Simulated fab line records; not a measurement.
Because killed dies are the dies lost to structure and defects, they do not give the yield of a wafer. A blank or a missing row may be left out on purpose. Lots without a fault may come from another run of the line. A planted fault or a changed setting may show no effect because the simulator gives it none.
A struck lot beside a sound one ; flow n5-finfet ; 38 out of 1938 route steps
Sound: these wafers, L308.1, L308.3, L308.4. Wafers struck: L309.1, L309.2, L309.4. At the end, the cause is stated.
For every step that has rows: the tool of each side, followed by ch and its chambers, followed by its first start. Under that, the readings that differ: sound wafers ; struck wafers ; difference of the means ; sigmas: that difference in standard deviations of wafers without a fault.
alike: readings whose means differ by less than 2 such deviations, and words and numbers that are the same on both sides. not compared: withheld readings, readings that some wafer has no value for, bounds like >300 that may hide the same value, and numbers for which the record gives no deviation and whose values overlap.
Wherever a step has rows on one side only, a row that says differs or no value, or a row with sigmas, the two part there. Numbers that don't overlap but have no deviation are shown without sigmas and don't part them. Lack of a reading on every wafer of one side parts them only where that side has two or more wafers.

first, 12 steps without rows for these wafers: N5_GATE_CUT_STRIP_42 (strips in O2); N5_GATE_CUT_ETCH_19 (etches SiNx in CH3F/O2, target depth 53.7 nm, time 76.7 s); N5_GATE_CUT_CUT_ETCH_53 (etches W in SF6/Cl2, target depth 79.2 nm); N5_GATE_CUT_CUT_ETCH_54 (etches TiN in Cl2/BCl3, target depth 96.7 nm); N5_GATE_CUT_CUT_ETCH_55 (etches HfO2 in BCl3, target depth 3.2 nm); N5_GATE_CUT_ETCH_47 (etches SiO2 in Cl2/BCl3, target depth 10 nm); N5_GATE_CUT_VAPOR_ETCH_48 (etches TiN in BCl3/Cl2); N5_GATE_CUT_VAPOR_ETCH_49 (etches TiAlC in BCl3/Cl2); N5_GATE_CUT_VAPOR_ETCH_51 (etches HfO2 in BCl3/Cl2); N5_GATE_CUT_STRIP_21 (strips in N2/H2, time 30 s); N5_GATE_CUT_STRIP_29 (strips in post etch residue remover, time 60 s); N5_GATE_CUT_SRD_52 (time 30 s).
N5_GATE_CUT_ALD_22: deposits SiNx, target thk 16 nm, pulse time 1 s, ald cycles 320.
  sound on ald-sin-01 ch 0,2,3, day 5 06:37; struck on ald-sin-01 ch 0,1,3, day 5 17:13
  alike: heater-power-w, precursor-pulse-height-rel, susceptor-temp-C
then, 23 steps without rows for these wafers: N5_GATE_CUT_CMP_23 (polishes, stops on SiO2, t overpolish 23.4 s, target thk 16 nm); N5_GATE_CUT_CMP_43 (polishes SiO2); N5_GATE_CUT_CMP_61 (polishes, stops on SiNx, t overpolish 3 s); N5_MOL_CONTACT_COAG_COAT_103 (time 60 s, resist thk 80 nm); N5_MOL_CONTACT_COAG_COAT_104 (time 60 s, resist thk 12 nm); N5_MOL_CONTACT_COAG_COAT_58 (time 60 s, resist thk 10 nm); N5_MOL_CONTACT_COAG_COAT_02 (resist thk 30 nm); N5_MOL_CONTACT_COAG_EBR_04; N5_MOL_CONTACT_COAG_SOFTBAKE_03 (time 60 s); N5_MOL_CONTACT_COAG_EXPOSE_05 (exposes mask CA, defocus 0 nm); N5_MOL_CONTACT_COAG_PEB_06 (peb time 60 s); N5_MOL_CONTACT_COAG_DEVELOP_07 (develop time 30 s); N5_MOL_CONTACT_COAG_DESCUM_13 (chemistry O2, time 7 s); N5_MOL_CONTACT_COAG_ETCH_59 (etches underlayer in N2/H2, target depth 13 nm, time 10.4 s); N5_MOL_CONTACT_COAG_ETCH_105 (etches SiARC in CF4, target depth 15.6 nm, time 26 s); N5_MOL_CONTACT_COAG_ETCH_106 (etches SOC in N2/H2, target depth 80 nm, overetch 16 nm, time 120 s); N5_MOL_CONTACT_COAG_STRIP_107 (strips in N2/H2); N5_MOL_CONTACT_COAG_STRIP_108 (strips in N2/H2); N5_MOL_CONTACT_COAG_CONTACT_ETCH_14 (etches SiO2 in C4F6/O2, target depth 27.5 nm, overetch 8.5 nm, time 20 s); N5_MOL_CONTACT_COAG_STRIP_109 (strips in C4F6/O2); N5_MOL_CONTACT_COAG_ETCH_15 (etches SiNx in CH3F/O2, stops on Si:P, target depth 7 nm); N5_MOL_CONTACT_COAG_ETCH_110 (etches Si in CF4/O2, target depth 2.5 nm, time 8 s); N5_MOL_CONTACT_COAG_STRIP_98 (strips in N2/H2).
-- a jump in the record: the struck wafers' starts before and after are 4 days apart (it breaks off in module MOL_CONTACT_COAG and resumes in module BEOL_M4, where the first step shown is number 1111 of the route) --
N5_BEOL_M4_RC_MEAS_101:
  sound on prober-02 ch 0, day 8 13:29; struck on prober-01 ch 0, day 9 05:26
  alike: DIBL_N, DIBL_P, IOFF_N, IOFF_P, ION_N, ION_P, SS_N, SS_P, VT_N, VT_P
-- the record jumps here: 5 days lie between the struck wafers' starts before and after (it left off in module BEOL_M4 and takes up again in module PASSIVATION, whose first step shown is number 1936 of the route) --
N5_PASSIVATION_PROBE_49:
  record: rows for the struck wafers here (prober-02, day 13 20:38), none for the sound ones

WHERE THEY PART
Within this record, at N5_PASSIVATION_PROBE_49 only.

WHY: the cause the simulator had injected
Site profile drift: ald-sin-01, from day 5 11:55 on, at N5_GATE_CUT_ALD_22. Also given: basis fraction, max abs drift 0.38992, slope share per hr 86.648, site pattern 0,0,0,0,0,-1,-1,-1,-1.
